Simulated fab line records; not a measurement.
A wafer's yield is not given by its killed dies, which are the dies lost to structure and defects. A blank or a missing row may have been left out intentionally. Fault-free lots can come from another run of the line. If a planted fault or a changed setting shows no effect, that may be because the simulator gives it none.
fab line records	flow n5_finfet
record lots=7	wafers=39
route steps=1938 shown WELL_APT@55 PMOS_HMC_CHANNEL_EPI@74 DUMMY_GATE@237 MOL_CONTACT_COAG@581
start_h: hours from the record's first day to the start of the lot's first wafer shown	wait_h: time in hours since the lot's previous step	" the same as in the row above	L1.1+2: several wafers, shown together as one row	- no value, or no start given	* or withheld: withheld	< > ~ a bound
route shown NAME@n: names a module that has steps shown in the file, with the first one's number in the route	usual: mean/standard deviation taken from wafers without a fault	same: alike in all rows	chamber/n: place in a boat	sites: each site's reading	_std_site: their standard deviation	_edge_site: mean of outer sites minus mean of inner sites	radius_mm: for every site, how far away it sits from the centre of the wafer	mask NAME#n: copy n	behind: the most recent tool/chamber to have shaped the wafer	hold: reason for holding the lot/hours on hold/outcome of the hold	device: the n, p or np transistor that did not switch	end of line: tests run on the same wafers once the route is complete	a step without rows: its recipe alone	killed: at the first sort, the dies lost to defects and structure; wafer yield is something else	map: dies across one wafer; x = killed, . = not, _ = none there
set.NAME: setting as actually run; set.NAME@STEP: the setting as run at that earlier step	model.NAME: the simulator's own value behind a step, which no gauge read
lots with deliberately changed settings; one table per step, one row per wafer
## steps
# step N5_WELL_APT_EPI_41
# recipe material=Si	target_thk_a=500	temp_c=650	precursor=SiH4/H2	pressure_torr=20	time_s=297.7
lot.wafer	tool	chamber	start_h	wait_h	set.target_thk_a	model.Si_of_WELL_APT_EPI_41.thk_nm
L081.1	epi_rpcvd-03	0	58.36	0.0	500	50.63
L081.2	"	0	"	"	528.7	53.58
L081.3	"	0	"	"	528.7	53.6
L081.4	"	0	"	"	528.7	53.77
L081.5	"	0	"	"	500	49.79
L081.6	"	0	"	"	500	50.37
L083.1	epi_rpcvd-01	0	70.23	0.0	536.8	53.79
L083.2	"	0	"	"	500	49.53
L083.3	"	0	"	"	500	49.36
L083.4	"	0	"	"	536.8	53.5
L083.5	"	0	"	"	536.8	53.74
L083.6	"	0	"	"	500	50.09
L084.1	epi_rpcvd-04	0	76.22	0.0	500	49.39
L084.2	"	0	"	"	500	49.54
L084.3	"	0	"	"	500	49.56
L084.4	"	0	"	"	500	49.8
L084.5	"	0	"	"	500	49.16
L084.6	"	0	"	"	500	49.89
L085.1	epi_rpcvd-04	0	81.93	0.0	526.6	51.95
L085.2	"	0	"	"	526.6	52.23
L085.3	"	0	"	"	500	49.41
L085.4	"	0	"	"	500	49.69
L085.5	"	0	"	"	526.6	52.05
L085.6	"	0	"	"	500	48.96
L087.3	epi_rpcvd-01	0	94.38	0.3	500	50.6
L087.4	"	0	"	"	500	50.15
L087.6	"	0	"	"	500	50.24
L088.1	epi_rpcvd-04	0	100.68	0.0	462.8	46.08
L088.2	"	0	"	"	462.8	46.62
L088.3	"	0	"	"	500	50.31
L088.4	"	0	"	"	462.8	46.46
L088.5	"	0	"	"	500	50.06
L088.6	"	0	"	"	500	50.09
L096.1	epi_rpcvd-03	0	148.07	0.0	500	49.3
L096.2	"	0	"	"	500	49.61
L096.3	"	0	"	"	500	49.34
L096.4	"	0	"	"	500	49.93
L096.5	"	0	"	"	500	49.17
L096.6	"	0	"	"	500	49.52
# step N5_PMOS_HMC_CHANNEL_EPI_FIN_RECESS_16
# recipe chemistry=HBr/Cl2	target=Si	mask_material=SiO2	target_depth_a=540	time_s=18	pressure_mtorr=10	icp_w=800	bias_w=75	HBr_flow_sccm=150	Cl2_flow_sccm=80
lot.wafer	tool	chamber	start_h	wait_h	set.time_s	model.etch.depth_nm	model.PMOS_HMC_CHANNEL_EPI.feature_depth_nm
L081.1	rie_si-06	3	60.18	0.0	18	53.67	53.67
L081.2	"	2	"	"	19.4	57.48	57.48
L081.3	"	1	"	"	19.4	56.75	56.75
L081.4	"	0	"	"	18	54.63	54.63
L081.5	"	0	"	"	19.4	58.9	58.9
L081.6	"	1	"	"	18	53.31	53.31
L083.1	rie_si-06	1	71.92	0.0	18	52.26	52.26
L083.2	"	3	"	"	18	53.62	53.62
L083.3	"	2	"	"	18	52.65	52.65
L083.4	"	0	"	"	18.92	56.51	56.51
L083.5	"	3	"	"	18.92	55.77	55.77
L083.6	"	0	"	"	18.92	56.74	56.74
L084.1	rie_si-04	1	77.80	0.0	19.04	57.99	57.99
L084.2	"	2	"	"	18	53.86	53.86
L084.3	"	3	"	"	19.04	57.97	57.97
L084.4	"	0	"	"	18	53.99	53.99
L084.5	"	2	"	"	18	53.7	53.7
L084.6	"	1	"	"	19.04	57.8	57.8
L085.1	rie_si-04	3	83.55	0.0	18.42	56.13	56.13
L085.2	"	2	"	"	18.42	56.04	56.04
L085.3	"	1	"	"	18	54.98	54.98
L085.4	"	0	"	"	18	54.46	54.46
L085.5	"	2	"	"	18	54.92	54.92
L085.6	"	3	"	"	18.42	55.74	55.74
L087.3	rie_si-04	3	95.94	0.0	18	54.24	54.24
L087.4	"	0	"	"	18	53.71	53.71
L087.6	"	2	"	"	18	54.15	54.15
L088.1	rie_si-04	3	102.17	0.0	18	54.14	54.14
L088.2	"	0	"	"	17.32	51.99	51.99
L088.3+6	"	2,1	"	"	17.32	52.82	52.82
L088.4	"	1	"	"	18	54.49	54.49
L088.5	"	2	"	"	18	54.53	54.53
L096.1	rie_si-05	2	149.90	0.0	18.73	55.89	55.89
L096.2	"	3	"	"	18	53.5	53.5
L096.3	"	0	"	"	18.73	57.12	57.12
L096.4	"	1	"	"	18	53.76	53.76
L096.5	"	2	"	"	18	54.18	54.18
L096.6	"	3	"	"	18.73	55.56	55.56
# step N5_PMOS_HMC_CHANNEL_EPI_PRECLEAN_36
# recipe chemistry=O3/DIW	time_s=45	temp_c=22	o3_ppm=10
# step N5_PMOS_HMC_CHANNEL_EPI_PRECLEAN_18
# recipe chemistry=DHF	time_s=30	temp_c=25	dilution=withheld
# step N5_PMOS_HMC_CHANNEL_EPI_SRD_39
# recipe dry=ipa_marangoni	time_s=30	temp_c=23	rinse_liquid=diw
# step N5_PMOS_HMC_CHANNEL_EPI_CMP_21
# recipe material=SiGe30	post_cmp_clean=alkaline_brush	target_thk_nm=54
# step N5_PMOS_HMC_CHANNEL_EPI_THK_MEAS_22
# recipe reads=SiGe30_of_PMOS_HMC_CHANNEL_EPI_EPI_20
# usual HMC_CMP_THK=53.9/0.76
lot.wafer	tool	chamber	start_h	wait_h	set.time_s@PMOS_HMC_CHANNEL_EPI_FIN_RECESS_16	HMC_CMP_THK[nm]
L081.1	film_metro-01	-	62.03	-	18	53.7
L081.2	"	-	"	"	19.4	57.3
L081.3	"	-	"	"	19.4	57.0
L081.4	"	-	"	"	18	54.7
L081.5	"	-	"	"	19.4	58.8
L081.6	"	-	"	"	18	53.4
L083.1	film_metro-02	-	73.80	-	18	52.3
L083.2	"	-	"	"	18	53.5
L083.3	"	-	"	"	18	52.7
L083.4	"	-	"	"	18.92	56.6
L083.5	"	-	"	"	18.92	55.8
L083.6	"	-	"	"	18.92	56.8
L084.1	film_metro-02	-	79.61	-	19.04	57.8
L084.2	"	-	"	"	18	53.8
L084.3	"	-	"	"	19.04	58.0
L084.4	"	-	"	"	18	54.2
L084.5	"	-	"	"	18	53.8
L084.6	"	-	"	"	19.04	57.6
L085.1	film_metro-01	-	85.35	-	18.42	56.2
L085.2	"	-	"	"	18.42	56.0
L085.3	"	-	"	"	18	54.8
L085.4	"	-	"	"	18	54.5
L085.5	"	-	"	"	18	54.9
L085.6	"	-	"	"	18.42	55.8
L087.3	film_metro-01	-	97.76	-	18	54.4
L087.4	"	-	"	"	18	53.8
L087.6	"	-	"	"	18	54.2
L088.1	film_metro-01	-	103.99	-	18	54.1
L088.2	"	-	"	"	17.32	52.1
L088.3	"	-	"	"	17.32	52.7
L088.4	"	-	"	"	18	54.5
L088.5	"	-	"	"	18	54.6
L088.6	"	-	"	"	17.32	52.9
L096.1	film_metro-01	-	151.83	-	18.73	55.8
L096.2	"	-	"	"	18	53.5
L096.3	"	-	"	"	18.73	57.1
L096.4	"	-	"	"	18	53.7
L096.5	"	-	"	"	18	54.3
L096.6	"	-	"	"	18.73	55.4
# step N5_DUMMY_GATE_ETCH_37
# recipe chemistry=N2/H2	target=SOC	target_depth_a=600	overetch_a=300	temp_c=40	ion_energy_ev=200	pressure_mtorr=30	source_w=840	bias_w=150	n2_flow_sccm=200	h2_flow_sccm=200
# usual rf_vpp_V=525/3.2
lot.wafer	tool	chamber	start_h	wait_h	set.source_w	rf_vpp_V
L081.1	rie_diel-05	2	87.95	0.0	942.9	506
L081.2	"	0	"	"	942.9	501
L081.3	"	1	"	"	840	525
L081.4	"	3	"	"	840	526
L081.5	"	3	"	"	942.9	508
L081.6	"	2	"	"	840	528
L083.1	rie_diel-06	1	104.63	0.0	1000	499
L083.2	"	3	"	"	1000	498
L083.3	"	0	"	"	840	522
L083.4	"	2	"	"	840	522
L083.5	"	2	"	"	840	523
L083.6	"	1	"	"	1000	499
L084.1	rie_diel-02	1	108.57	0.0	840	520
L084.2	"	3	"	"	840	527
L084.3	"	0	"	"	840	527
L084.4	"	0	"	"	840	527
L084.5	"	3	"	"	840	527
L084.6	"	1	"	"	840	519
L085.1	rie_diel-02	2	115.02	0.0	840	520
L085.2	"	3	"	"	907.9	513
L085.3	"	0	"	"	840	527
L085.4	"	0	"	"	907.9	515
L085.5	"	2	"	"	907.9	506
L085.6	"	3	"	"	840	527
L087.3	rie_diel-02	0	127.30	0.0	840	526
L087.4	"	3	"	"	840	526
L087.6	"	2	"	"	840	518
L088.1	rie_diel-02	3	129.60	0.0	840	527
L088.2	"	2	"	"	840	520
L088.3	"	0	"	"	893.5	515
L088.4	"	0	"	"	893.5	515
L088.5	"	2	"	"	840	518
L088.6	"	3	"	"	893.5	517
L096.1	rie_diel-06	2	178.02	0.0	768.7	538
L096.2	"	0	"	"	768.7	537
L096.3	"	1	"	"	840	528
L096.4	"	3	"	"	768.7	542
L096.5	"	0	"	"	840	521
L096.6	"	3	"	"	840	527
# step N5_DUMMY_GATE_ETCH_32
# recipe chemistry=CF4	target=SiO2	target_depth_a=35	time_s=3.9	ion_energy_ev=350	pressure_mtorr=10	icp_w=800	bias_w=400	cf4_flow_sccm=80
lot.wafer	tool	chamber	start_h	wait_h	set.time_s	model.etch.depth_nm
L081.1	rie_si-05	0	88.47	0.1	3.186	2.899
L081.2	"	3	"	"	3.9	3.478
L081.3	"	2	"	"	3.186	2.847
L081.4	"	1	"	"	3.9	3.434
L081.5	"	2	"	"	3.9	3.49
L081.6	"	3	"	"	3.186	2.842
L083.1	rie_si-06	1	105.32	0.1	3.9	3.38
L083.2	"	0	"	"	3.9	3.518
L083.3	"	2	"	"	3.9	3.42
L083.4	"	3	"	"	3.9	3.427
L083.5	"	3	"	"	3.9	3.401
L083.6	"	0	"	"	3.9	3.543
L084.1	rie_si-04	2	109.09	0.1	4.383	4.009
L084.2	"	3	"	"	3.9	3.528
L084.3	"	1	"	"	4.383	4.005
L084.4	"	0	"	"	4.383	3.939
L084.5	"	3	"	"	3.9	3.498
L084.6	"	0	"	"	3.9	3.499
L085.1	rie_si-04	0	115.77	0.1	3.555	3.157
L085.2	"	3	"	"	3.9	3.525
L085.3	"	1	"	"	3.9	3.537
L085.4	"	2	"	"	3.9	3.524
L085.5	"	1	"	"	3.555	3.239
L085.6	"	0	"	"	3.555	3.15
L087.3	rie_si-06	1	127.82	0.1	3.9	3.328
L087.4	"	2	"	"	3.9	3.375
L087.6	"	3	"	"	3.9	3.422
L088.1	rie_si-04	1	130.12	0.1	3.9	3.541
L088.2	"	3	"	"	3.578	3.249
L088.3	"	0	"	"	3.9	3.471
L088.4	"	2	"	"	3.578	3.262
L088.5	"	3	"	"	3.578	3.234
L088.6	"	0	"	"	3.9	3.516
L096.1	rie_si-05	1	178.57	0.1	3.388	3.016
L096.2	"	2	"	"	3.388	3.03
L096.3	"	0	"	"	3.9	3.546
L096.4	"	3	"	"	3.9	3.435
L096.5	"	3	"	"	3.9	3.47
L096.6	"	0	"	"	3.388	3.075
# step N5_MOL_CONTACT_COAG_ETCH_91
# recipe chemistry=N2/H2	target=SOC	target_depth_a=600	overetch_a=210	mask_material=SiARC	temp_c=40	time_s=101.2	ion_energy_ev=200	pressure_mtorr=30	source_w=840	bias_w=150	n2_flow_sccm=200	h2_flow_sccm=200
lot.wafer	tool	chamber	start_h	wait_h	set.time_s	model.SiARC_of_MOL_CONTACT_COAG_COAT_76.thk_nm
L081.1+2+6	rie_diel-04	3,2,3	145.53	0.0	120.2	5
L081.3	"	1	"	"	101.2	5.8
L081.4+5	"	0	"	"	101.2	6
L083.1	rie_diel-01	3	159.21	0.0	124.2	4.8
L083.2	"	0	"	"	101.2	6
L083.3	"	1	"	"	124.2	4.6
L083.4+6	"	2,1	"	"	101.2	5.6
L083.5	"	0	"	"	124.2	5
L084.1+3	rie_diel-04	3,1	159.45	0.0	91.83	6.2
L084.2	"	0	"	"	91.83	6.4
L084.4+5	"	2	"	"	101.2	5.8
L084.6	"	3	"	"	101.2	6
L085.1	rie_diel-03	2	166.63	0.0	125.4	4.8
L085.2+5	"	0,1	"	"	125.4	5
L085.3	"	3	"	"	101.2	6
L085.4+6	"	1,2	"	"	101.2	5.8
L087.3	rie_diel-01	3	177.38	0.0	101.2	5.8
L087.4+6	"	0	"	"	101.2	6
L088.1+2+4+5	rie_diel-01	2,3,1,3	182.23	0.0	101.2	5.8
L088.3+6	"	0	"	"	101.2	6
L096.1+4+6	rie_diel-03	3,0,0	233.27	0.0	112.6	5.4
L096.2	"	1	"	"	101.2	6
L096.3+5	"	2,3	"	"	101.2	5.8
## key
split step=N5_WELL_APT_EPI_41	setting=target_thk_a	stated=500	by=wafer
response step=N5_WELL_APT_EPI_41	reading=model.Si_of_WELL_APT_EPI_41.thk_nm	change=+0.536	per=1%	r=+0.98
split step=N5_PMOS_HMC_CHANNEL_EPI_FIN_RECESS_16	setting=time_s	stated=18	by=wafer
response step=N5_PMOS_HMC_CHANNEL_EPI_FIN_RECESS_16	reading=model.etch.depth_nm	change=+0.58	per=1%	r=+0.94
response step=N5_PMOS_HMC_CHANNEL_EPI_FIN_RECESS_16	reading=model.PMOS_HMC_CHANNEL_EPI.feature_depth_nm	change=+0.58	per=1%	r=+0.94
response step=N5_PMOS_HMC_CHANNEL_EPI_THK_MEAS_22	reading=HMC_CMP_THK	change=+0.568	per=1%	r=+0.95
split step=N5_DUMMY_GATE_ETCH_37	setting=source_w	stated=840	by=wafer
response step=N5_DUMMY_GATE_ETCH_37	reading=rf_vpp_V	change=-1.41	per=1%	r=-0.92
split step=N5_DUMMY_GATE_ETCH_32	setting=time_s	stated=3.9	by=wafer
response step=N5_DUMMY_GATE_ETCH_32	reading=model.etch.depth_nm	change=+0.0347	per=1%	r=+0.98
split step=N5_MOL_CONTACT_COAG_ETCH_91	setting=time_s	stated=101.2	by=wafer
response step=N5_MOL_CONTACT_COAG_ETCH_91	reading=model.SiARC_of_MOL_CONTACT_COAG_COAT_76.thk_nm	change=-0.0423	per=1%	r=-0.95
